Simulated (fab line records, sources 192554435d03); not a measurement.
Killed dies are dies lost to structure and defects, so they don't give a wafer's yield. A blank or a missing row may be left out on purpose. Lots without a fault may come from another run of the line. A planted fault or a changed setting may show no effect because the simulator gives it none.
fab line records | flow n5_finfet
record lots=10 wafers=30 last_day=18
route steps=1938 shown BEOL_M8@1345 PASSIVATION@1936
lots that met no fault: from a run of the same line without faults
start_h: hours from the record's first day to the start of the lot's first wafer shown | wait_h: hours since the lot's step before | " the same as in the row above | L1.1+2: a row that stands for several wafers | - no value, or no start given | * or withheld: withheld | < > ~ a bound
route shown NAME@n: a module of which the file shows steps, and the number in the route of the first | usual: mean/standard deviation of fault-free wafers | same: alike in all rows | chamber/n: place in a boat | sites: the reading at each site | _std_site: their standard deviation | _edge_site: outer sites' mean less inner sites' | radius_mm: how far each site lies from the wafer's centre | mask NAME#n: copy n | behind: the tool/chamber that last shaped the wafer | hold: why the lot was held/for how many hours/how that ended | device: the transistor (n, p or np) that didn't switch | end of line: the same wafers' tests at the end of the route | a step without rows: its recipe alone | killed: dies lost to structure and defects at the first sort, not the wafer's yield | map: a wafer's dies, x killed, . not, _ none there
set.NAME: the setting as run; set.NAME@STEP: as run at that earlier step | model.NAME: the simulator's own value behind a step, which no gauge read
steps of the route over a sample of lots; a table a step, a row a wafer
services: from which hour (start_h, from the record's first day; less than 0 if before it) a tool's chamber was out of use, for how many hours, and why
## steps
# step N5_BEOL_M8_CD_MEAS_11
# recipe target_cd_nm=38.5 landing_energy_ev=500 detector=se_inlens polarity=opening
# usual cd_nm=38.3/0.61
# same landing_energy_ev=500
# columns lot.wafer tool chamber start_h wait_h cd_nm
L592.1 cd_sem-03 0 207.34 - 38.5
L592.2 " 0 " " 38.1
L592.6 " 0 " " 39.0
L595.2 cd_sem-01 0 223.00 - 37.3
L595.3 " 0 " " 37.4
L595.5 " 0 " " 36.9
L600.1 cd_sem-03 0 267.65 - 37.9
L600.2 " 0 " " 37.1
L600.4 " 0 " " 38.1
L598.3 cd_sem-02 0 271.91 - 38.4
L598.4 " 0 " " 38.1
L598.5 " 0 " " 38.5
L602.4 cd_sem-02 0 273.92 - 38.4
L602.5 " 0 " " 37.6
L602.6 " 0 " " 37.8
L608.1 cd_sem-01 0 298.46 - 38.2
L608.2 " 0 " " 38.6
L608.4 " 0 " " 37.9
L606.1 cd_sem-03 0 319.29 - 37.4
L606.3 " 0 " " 37.2
L606.5 " 0 " " 37.7
L609.2 cd_sem-01 0 326.05 - 38.5
L609.4 " 0 " " 39.0
L609.5 " 0 " " 38.0
L612.2 cd_sem-03 0 361.60 - 38.4
L612.3 " 0 " " 38.6
L612.4 " 0 " " 38.4
L611.1 cd_sem-02 0 367.05 - 37.8
L611.2 " 0 " " 38.5
L611.4 " 0 " " 38.0
# step N5_BEOL_M8_EXPOSE_25
# recipe mask_id=V7 na=0.33 source_shape=annular sigma_inner=0.4 sigma_outer=0.8 polarization=unpolarized target_cd_nm=40 dose_mj=42.5
# usual exposure_dose_mJ_cm2=42.61/0.2
# same sigma_outer=0.8
# columns lot.wafer tool chamber start_h wait_h mask exposure_dose_mJ_cm2
L592.1 euv_scanner-02 0 208.11 - V7#0 42.44
L592.2 " 0 " " V7#0 42.49
L592.6 " 0 " " V7#0 42.48
L595.2 euv_scanner-02 0 223.75 - V7#0 42.43
L595.3 " 0 " " V7#0 42.40
L595.5 " 0 " " V7#0 42.44
L600.1 euv_scanner-01 0 269.21 - V7#0 42.79
L600.2 " 0 " " V7#0 42.88
L600.4 " 0 " " V7#0 42.84
L598.3 euv_scanner-02 0 273.75 - V7#0 36.81
L598.4 " 0 " " V7#0 36.84
L598.5 " 0 " " V7#0 36.86
L602.4 euv_scanner-02 0 275.65 - V7#0 37.96
L602.5 " 0 " " V7#0 37.93
L602.6 " 0 " " V7#0 37.96
L608.1 euv_scanner-01 0 303.81 - V7#0 42.89
L608.2 " 0 " " V7#0 42.82
L608.4 " 0 " " V7#0 42.87
L606.1 euv_scanner-01 0 320.98 - V7#0 42.83
L606.3 " 0 " " V7#0 42.85
L606.5 " 0 " " V7#0 42.81
L609.2 euv_scanner-01 0 327.59 - V7#0 42.84
L609.4 " 0 " " V7#0 42.84
L609.5 " 0 " " V7#0 42.88
L612.2 euv_scanner-01 0 362.85 - V7#0 42.75
L612.3 " 0 " " V7#0 42.81
L612.4 " 0 " " V7#0 42.78
L611.1 euv_scanner-01 0 369.39 - V7#0 42.83
L611.2 " 0 " " V7#0 42.88
L611.4 " 0 " " V7#0 42.83
# step N5_BEOL_M8_CD_MEAS_28
# recipe target_cd_nm=40 landing_energy_ev=500 detector=se_inlens
# usual cd_nm=39.97/0.23
# same landing_energy_ev=500
# columns lot.wafer tool chamber start_h wait_h cd_nm
L592.1 cd_sem-01 0 208.24 - 40.18
L592.2 " 0 " " 40.13
L592.6 " 0 " " 40.05
L595.2 cd_sem-02 0 223.88 - 39.83
L595.3 " 0 " " 40.25
L595.5 " 0 " " 39.70
L600.1 cd_sem-01 0 269.35 - 39.79
L600.2 " 0 " " 39.52
L600.4 " 0 " " 39.44
L598.3 cd_sem-03 0 273.87 - 37.00
L598.4 " 0 " " 36.89
L598.5 " 0 " " 36.71
L602.4 cd_sem-02 0 275.77 - 37.65
L602.5 " 0 " " 37.39
L602.6 " 0 " " 37.52
L608.1 cd_sem-02 0 303.94 - 39.65
L608.2 " 0 " " 40.26
L608.4 " 0 " " 40.30
L606.1 cd_sem-01 0 321.12 - 40.04
L606.3 " 0 " " 39.84
L606.5 " 0 " " 40.29
L609.2 cd_sem-02 0 327.71 - 40.20
L609.4 " 0 " " 40.16
L609.5 " 0 " " 40.48
L612.2 cd_sem-03 0 362.98 - 39.65
L612.3 " 0 " " 39.65
L612.4 " 0 " " 40.25
L611.1 cd_sem-03 0 369.52 - 39.62
L611.2 " 0 " " 39.64
L611.4 " 0 " " 40.00
# step N5_BEOL_M8_DESCUM_33
# recipe chemistry=O2 time_s=7 source_power_w=50 bias_power_w=20 pressure_mtorr=20 rf_frequency_hz=2.712e+07 temp_c=40 resist=CAR-EUV o2_flow_sccm=225
# usual drypump_motor_current_A=5.48/0.27 oes_product_au=0.81/0.097 rf_vpp_V=243.2/1.5 showerhead_plenum_p_Torr=2.09/0.081 throttle_valve_pct=20.27/0.24
# same time_s=7
# columns lot.wafer tool chamber start_h wait_h drypump_motor_current_A oes_product_au rf_hours_counter_h rf_vpp_V showerhead_plenum_p_Torr throttle_valve_pct
L592.1 rie_diel-04 0 208.58 0.2 5.53 0.72 227 243.3 2.07 20.41
L592.2 " 3 " " 5.23 0.74 185 243.0 2.07 20.35
L592.6 " 0 " " 5.53 0.71 - 242.3 2.07 20.41
L595.2 rie_diel-04 1 224.01 0.0 5.94 0.71 220 240.8 1.97 20.33
L595.3 " 2 " " 5.42 0.96 12 243.0 2.05 19.91
L595.5 " 2 " " 5.43 0.96 - 243.6 2.05 19.92
L600.1 rie_diel-01 2 269.47 0.0 5.74 0.71 211 240.9 1.98 20.50
L600.2 " 0 " " 5.34 0.67 242 244.0 2.14 20.42
L600.4 " 3 " " 5.25 0.83 - 242.4 2.01 20.14
L598.3 rie_diel-03 1 273.99 0.0 5.84 0.92 11 245.0 2.15 20.39
L598.4 " 3 " " 5.43 0.81 87 242.9 2.14 20.66
L598.5 " 2 " " 4.92 0.86 - 244.5 2.23 20.54
L602.4 rie_diel-03 2 275.95 0.1 4.94 0.87 51 244.2 2.23 20.54
L602.5 " 3 " " 5.43 0.81 - 243.6 2.14 20.64
L602.6 " 0 " " 5.85 0.88 - 244.4 2.13 19.87
L608.1 rie_diel-01 3 304.06 0.0 5.22 0.82 83 242.4 2.01 20.17
L608.2 " 1 " " 5.62 0.97 4 244.0 2.24 20.03
L608.4 " 3 " " 5.23 0.82 - 241.0 2.01 20.17
L606.1 rie_diel-01 3 321.24 0.0 5.25 0.80 90 241.2 2.01 20.19
L606.3 " 1 " " 5.65 0.94 11 244.6 2.24 20.03
L606.5 " 2 " " 5.76 0.69 - 242.1 1.97 20.55
L609.2 rie_diel-03 3 327.84 0.0 5.44 0.79 104 244.0 2.13 20.67
L609.4 " 0 " " 5.82 0.86 55 243.1 2.12 19.90
L609.5 " 1 " " 5.83 0.90 - 243.2 2.14 20.41
L612.2 rie_diel-01 3 363.17 0.1 5.22 0.80 104 243.6 2.00 20.21
L612.3 " 1 " " 5.64 0.90 27 245.3 2.23 20.06
L612.4 " 2 " " 5.77 0.69 248 240.3 1.97 20.58
L611.1 rie_diel-04 1 370.14 0.5 5.91 0.92 10 245.1 2.22 20.06
L611.2 " 2 " " 5.40 0.87 56 243.5 2.04 19.98
L611.4 " 3 " " 5.24 0.68 246 242.3 2.05 20.44
# step N5_BEOL_M8_ETCH_66
# recipe chemistry=N2/H2 target=SOC target_depth_a=800 overetch_a=160 mask_material=SiARC temp_c=40 time_s=120 ion_energy_ev=200 pressure_mtorr=30 source_w=840 bias_w=150 n2_flow_sccm=200 h2_flow_sccm=200
# usual drypump_motor_current_A=5.48/0.26 oes_product_au=0.62/0.069 rf_vpp_V=524.0/2.7 showerhead_plenum_p_Torr=2.55/0.094 throttle_valve_pct=17.69/0.27
# same time_s=120
# columns lot.wafer tool chamber start_h wait_h drypump_motor_current_A oes_product_au rf_hours_counter_h rf_vpp_V showerhead_plenum_p_Torr throttle_valve_pct
L592.1 rie_diel-04 0 208.66 0.0 5.51 0.55 227 522.6 2.52 17.93
L592.2 " 3 " " 5.24 0.56 185 524.7 2.54 17.97
L592.6 " 0 " " 5.53 0.55 - 523.9 2.52 17.94
L595.2 rie_diel-04 1 224.09 0.0 5.90 0.54 220 519.2 2.41 17.78
L595.3 " 2 " " 5.41 0.73 12 523.0 2.49 17.19
L595.5 " 2 " " 5.43 0.72 - 523.0 2.49 17.21
L600.1 rie_diel-01 2 269.55 0.0 5.78 0.55 211 520.8 2.41 17.90
L600.2 " 0 " " 5.33 0.53 242 524.8 2.61 17.98
L600.4 " 3 " " 5.24 0.64 - 523.6 2.46 17.53
L598.3 rie_diel-03 1 274.07 0.0 5.86 0.72 11 524.3 2.60 17.74
L598.4 " 3 " " 5.43 0.61 87 524.1 2.57 17.85
L598.5 " 2 " " 4.97 0.65 - 530.0 2.70 17.86
L602.4 rie_diel-03 2 276.03 0.0 4.97 0.65 51 528.5 2.70 17.86
L602.5 " 3 " " 5.45 0.61 - 526.0 2.57 17.83
L602.6 " 0 " " 5.82 0.65 - 525.3 2.59 17.36
L608.1 rie_diel-01 3 304.14 0.0 5.25 0.63 83 521.8 2.46 17.53
L608.2 " 1 " " 5.63 0.74 4 527.8 2.71 17.31
L608.4 " 3 " " 5.23 0.62 - 523.0 2.46 17.54
L606.1 rie_diel-01 3 321.32 0.0 5.25 0.62 90 521.3 2.45 17.57
L606.3 " 1 " " 5.64 0.72 11 529.1 2.70 17.34
L606.5 " 2 " " 5.77 0.54 - 519.9 2.40 17.93
L609.2 rie_diel-03 3 327.91 0.0 5.45 0.60 104 524.4 2.56 17.89
L609.4 " 0 " " 5.84 0.65 55 524.0 2.59 17.38
L609.5 " 1 " " 5.84 0.68 - 525.7 2.60 17.79
L612.2 rie_diel-01 3 363.25 0.0 5.23 0.60 104 520.5 2.45 17.58
L612.3 " 1 " " 5.64 0.69 27 528.6 2.70 17.36
L612.4 " 2 " " 5.78 0.54 248 519.3 2.39 17.97
L611.1 rie_diel-04 1 370.22 0.0 5.92 0.71 10 528.8 2.72 17.47
L611.2 " 2 " " 5.41 0.66 56 521.5 2.47 17.30
L611.4 " 3 " " 5.24 0.52 246 522.8 2.52 18.06
# step N5_PASSIVATION_PROBE_49
# usual defect_limited_yield=91.3/1.4 killed_at_M0_to_M3=33/11 killed_at_M4_up=15/6.2 killed_at_contacts=13/6.5 killed_at_front_end=38/11 killed_at_other=3.4/2.6 killed_dies=102/17 killed_open=67/12 killed_short=34/7.9 sort_bin_4_leakage=0.00/0.022 sort_bin_5_function=5.1/0.88 sort_bin_6_memory=3.3/0.65 sort_n_pass=1078/17 sort_yield_pct=91.3/1.4
# same gross_dies=1180 killed_at_back_side=0 sort_bin_8_speed[%]=0
# columns lot.wafer tool chamber start_h wait_h defect_limited_yield[%] killed_at_M0_to_M3 killed_at_M4_up killed_at_contacts killed_at_front_end killed_at_other killed_dies killed_open killed_short sort_bin_4_leakage[%] sort_bin_5_function[%] sort_bin_6_memory[%] sort_n_pass sort_yield_pct[%]
L592.1 prober-01 - 273.66 0.0 91.5 19 8 26 46 1 100 61 39 0 5.4 2.8 1080 91.5
L592.2 prober-01 - 273.71 0.1 92.7 24 23 20 19 0 86 62 23 0 4.8 2.3 1094 92.7
L592.6 prober-01 - 273.91 0.3 93.1 14 9 29 30 0 82 55 27 0 4.5 2.3 1098 93.1
L600.1 prober-02 - 340.37 0.0 89.4 34 26 12 44 9 125 85 40 0 6.4 4.0 1055 89.4
L600.2 prober-02 - 340.42 0.1 90.3 39 18 14 39 5 115 82 30 0 5.5 4.0 1065 90.3
L600.4 prober-02 - 340.52 0.2 90.1 37 8 14 49 9 117 63 51 0 5.9 3.1 1063 90.1
L598.3 prober-01 - 346.12 0.1 90.4 48 12 17 31 5 113 73 36 0 5.1 3.8 1067 90.4
L598.5 prober-01 - 346.22 0.2 90.8 31 20 24 27 6 108 80 26 0 5.2 3.6 1072 90.8
L602.4 prober-02 - 351.51 0.2 93.0 33 12 3 34 1 83 48 32 0 4.0 2.7 1097 93.0
L602.5 prober-02 - 351.56 0.2 92.9 29 18 3 32 2 84 56 28 0 4.1 3.0 1096 92.9
L602.6 prober-02 - 351.61 0.3 90.9 38 16 8 41 4 107 62 43 0 5.3 3.4 1073 90.9
L608.1 prober-01 - 369.30 0.0 93.1 21 17 3 41 0 82 45 34 0 4.1 2.7 1098 93.1
L608.2 prober-01 - 369.35 0.1 91.2 34 10 9 48 3 104 65 37 0 5.8 2.7 1076 91.2
L608.4 prober-01 - 369.45 0.2 90.2 23 16 11 63 3 116 74 42 0 5.3 4.0 1064 90.2
L606.3 prober-01 - 391.97 0.1 92.1 34 12 9 37 1 93 66 27 0 4.6 3.0 1087 92.1
L609.2 prober-02 - 392.57 0.1 91.3 27 21 9 42 4 103 73 26 0 4.7 3.6 1077 91.3
L609.4 prober-02 - 392.67 0.2 89.7 20 26 14 55 7 122 73 47 0 5.6 4.0 1058 89.7
L609.5 prober-02 - 392.72 0.2 90.8 23 21 23 41 0 108 81 27 0 5.2 3.8 1072 90.8
# killed by level:class
L592.1 MOL_CONTACT_COAG:geometric_particle:open=20 FIN_SAQP:geometric_particle:short=13 ILD0:geometric_particle:short=6 MOL_CONTACT_COAG:geometric_particle:short=6 BEOL_M0_SAQP:geometric_particle:short=6 GATE_CUT:geometric_particle:open=5 BEOL_M4:geometric_particle:open=5 ILD0:geometric_particle:open=4
L592.2 BEOL_M4:geometric_particle:open=12 MOL_CONTACT_COAG:geometric_particle:open=10 MOL_CONTACT_COAG:geometric_particle:short=10 BEOL_M3:geometric_particle:open=8 FIN_SAQP:geometric_particle:open=5 STI_FIN_REVEAL:geometric_particle:open=5 BEOL_M0_SAQP:geometric_particle:open=5 FIN_SAQP:geometric_particle:short=3
L592.6 MOL_CONTACT_COAG:geometric_particle:open=19 MOL_CONTACT_COAG:geometric_particle:short=10 STI_FIN_REVEAL:geometric_particle:open=8 FIN_CUT:geometric_particle:open=4 STI_FIN_REVEAL:geometric_particle:short=4 BEOL_M4:geometric_particle:open=4 STARTING-WAFER:geometric_particle:open=4 BEOL_M2:geometric_particle:open=3
L600.1 BEOL_M4:geometric_particle:open=15 STI_FIN_REVEAL:geometric_particle:open=11 MOL_CONTACT_COAG:geometric_particle:open=10 FIN_SAQP:geometric_particle:open=9 GATE_CUT:geometric_particle:short=7 BEOL_M0_SAQP:geometric_particle:open=6 BEOL_M0_SAQP:geometric_particle:short=6 BEOL_M0:geometric_particle:open=6
L600.2 MOL_CONTACT_COAG:geometric_particle:open=12 BEOL_M2:geometric_particle:open=12 FIN_SAQP:geometric_particle:open=11 BEOL_M3:geometric_particle:open=11 FIN_SAQP:geometric_particle:short=10 BEOL_M4:geometric_particle:open=8 BEOL_M0_SAQP:geometric_particle:short=6 BEOL_M0_SAQP:geometric_particle:open=6
L600.4 FIN_SAQP:geometric_particle:short=17 FIN_SAQP:geometric_particle:open=13 BEOL_M0_SAQP:geometric_particle:short=9 MOL_CONTACT_COAG:geometric_particle:open=8 BEOL_M3:geometric_particle:open=8 MOL_CONTACT_COAG:geometric_particle:short=6 BEOL_M0_SAQP:geometric_particle:open=6 BEOL_M5:geometric_particle:open=6
L598.3 MOL_CONTACT_COAG:geometric_particle:open=15 BEOL_M2:geometric_particle:open=10 BEOL_M0_SAQP:geometric_particle:open=8 BEOL_M1:geometric_particle:open=8 BEOL_M0_SAQP:geometric_particle:short=7 BEOL_M1:geometric_particle:short=6 BEOL_M4:geometric_particle:open=6 STARTING-WAFER:geometric_particle:short=6
L598.5 MOL_CONTACT_COAG:geometric_particle:open=19 BEOL_M4:geometric_particle:open=11 BEOL_M3:geometric_particle:open=8 STARTING-WAFER:geometric_particle:open=7 BEOL_M2:geometric_particle:open=6 MOL_CONTACT_COAG:geometric_particle:short=5 BEOL_M0_SAQP:geometric_particle:open=5 DUMMY_GATE:geometric_particle:open=4
L602.4 BEOL_M0_SAQP:geometric_particle:open=11 BEOL_M0_SAQP:geometric_particle:short=9 DUMMY_GATE:geometric_particle:open=6 GATE_CUT:geometric_particle:short=5 BEOL_M4:geometric_particle:open=5 FIN_SAQP:geometric_particle:open=4 BEOL_M3:geometric_particle:open=4 FIN_SAQP:geometric_particle:short=3
L602.5 BEOL_M0_SAQP:geometric_particle:open=14 FIN_SAQP:geometric_particle:open=11 FIN_SAQP:geometric_particle:short=8 BEOL_M4:geometric_particle:open=7 BEOL_M0_SAQP:geometric_particle:short=6 BEOL_M5:geometric_particle:open=6 BEOL_M1:geometric_particle:open=3 BEOL_M4:geometric_particle:short=3
L602.6 BEOL_M0_SAQP:geometric_particle:short=11 ILD0:geometric_particle:short=10 BEOL_M4:geometric_particle:open=10 BEOL_M0_SAQP:geometric_particle:open=9 FIN_SAQP:geometric_particle:open=7 MOL_CONTACT_COAG:geometric_particle:open=7 ILD0:geometric_particle:open=4 GATE_CUT:geometric_particle:short=4
L608.1 FIN_SAQP:geometric_particle:short=6 BEOL_M3:geometric_particle:open=6 STI_FIN_REVEAL:geometric_particle:open=5 FIN_SAQP:geometric_particle:open=4 STI_FIN_REVEAL:geometric_particle:short=4 ILD0:geometric_particle:short=4 BEOL_M0_SAQP:geometric_particle:short=4 BEOL_M6:geometric_particle:open=4
L608.2 STI_FIN_REVEAL:geometric_particle:open=14 BEOL_M0_SAQP:geometric_particle:open=11 BEOL_M0_SAQP:geometric_particle:short=9 MOL_CONTACT_COAG:geometric_particle:open=8 GATE_CUT:geometric_particle:short=6 GATE_CUT:geometric_particle:open=5 FIN_SAQP:geometric_particle:short=4 DUMMY_GATE:geometric_particle:open=4
L608.4 FIN_SAQP:geometric_particle:open=11 FIN_SAQP:geometric_particle:short=10 GATE_CUT:geometric_particle:short=10 BEOL_M3:geometric_particle:open=9 MOL_CONTACT_COAG:geometric_particle:open=9 DUMMY_GATE:geometric_particle:open=8 BEOL_M4:geometric_particle:open=7 STI_FIN_REVEAL:geometric_particle:open=6
L606.3 STI_FIN_REVEAL:geometric_particle:open=11 BEOL_M1:geometric_particle:open=11 MOL_CONTACT_COAG:geometric_particle:open=8 BEOL_M2:geometric_particle:open=8 BEOL_M2:geometric_particle:short=6 FIN_SAQP:geometric_particle:short=5 DUMMY_GATE:geometric_particle:open=5 BEOL_M1:geometric_particle:short=5
L609.2 BEOL_M2:geometric_particle:open=11 BEOL_M4:geometric_particle:open=11 STI_FIN_REVEAL:geometric_particle:open=8 BEOL_M0_SAQP:geometric_particle:open=7 GATE_CUT:geometric_particle:short=7 FIN_SAQP:geometric_particle:open=6 MOL_CONTACT_COAG:geometric_particle:open=6 BEOL_M0_SAQP:geometric_particle:short=4
L609.4 BEOL_M4:geometric_particle:open=16 FIN_SAQP:geometric_particle:short=12 MOL_CONTACT_COAG:geometric_particle:open=11 GATE_CUT:geometric_particle:short=10 FIN_SAQP:geometric_particle:open=8 STI_FIN_REVEAL:geometric_particle:open=7 BEOL_M0_SAQP:geometric_particle:short=5 BEOL_M2:geometric_particle:open=4
L609.5 MOL_CONTACT_COAG:geometric_particle:open=19 BEOL_M4:geometric_particle:open=16 FIN_SAQP:geometric_particle:open=11 GATE_CUT:geometric_particle:short=9 BEOL_M2:geometric_particle:open=9 STI_FIN_REVEAL:geometric_particle:open=7 STARTING-WAFER:geometric_particle:open=6 MOL_CONTACT_COAG:geometric_particle:short=4
## services
# columns tool chamber start_h hours kind
euv_scanner-02 - 196.82 1.0 pm
euv_scanner-01 - 220.93 1.0 pm
rie_diel-04 1 232.60 8.5 repair
euv_scanner-01 - 233.55 4.6 pm
rie_diel-01 3 236.72 4.0 repair
euv_scanner-02 - 252.97 1.0 pm
rie_diel-01 1 259.55 - clean
rie_diel-01 1 259.55 - consumable_replace:focus_ring
rie_diel-01 1 259.55 - consumable_replace:showerhead
rie_diel-04 2 262.52 29.1 repair
euv_scanner-01 - 267.98 0.5 repair
euv_scanner-02 - 268.92 0.3 repair
euv_scanner-01 - 277.08 1.0 pm
rie_diel-03 0 285.15 18.7 repair
rie_diel-01 0 291.88 - clean
rie_diel-01 0 291.88 - consumable_replace:focus_ring
euv_scanner-02 - 309.12 1.0 pm
euv_scanner-01 - 333.26 1.0 pm
euv_scanner-02 - 340.76 4.6 pm
euv_scanner-02 - 347.27 0.9 repair
euv_scanner-02 - 357.92 12.0 pm
rie_diel-03 2 360.21 3.0 repair
rie_diel-01 2 368.58 - clean
euv_scanner-02 - 369.92 1.0 pm
## key
first_sign step=N5_BEOL_M8_EXPOSE_25 reading=exposure_dose_mJ_cm2 direction=down sigmas=26 usual=42.61 struck=37.39
effect step=N5_BEOL_M8_CD_MEAS_28 reading=cd_nm direction=down sigmas=12 usual=39.97 struck=37.19 through=control_loop
met_at N5_BEOL_M8_EXPOSE_25
struck_lots L598,L602
loop_trim step=N5_BEOL_M8_EXPOSE_25 setting=dose lots=L602
not_acting_at N5_BEOL_M8_CD_MEAS_11,N5_BEOL_M8_DESCUM_33,N5_BEOL_M8_ETCH_66
onset_between 223.75 273.75
fault kind=process_parameter_drift tool=euv_scanner-02 chamber=- onset_h=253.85 steps=N5_BEOL_M8_EXPOSE_25 channel=dose_mj offset=-5.5693 shape=step acts_in=these_recipes_only stated=42.5
# loop_trim: a control loop set the setting to another value than it would have without faults
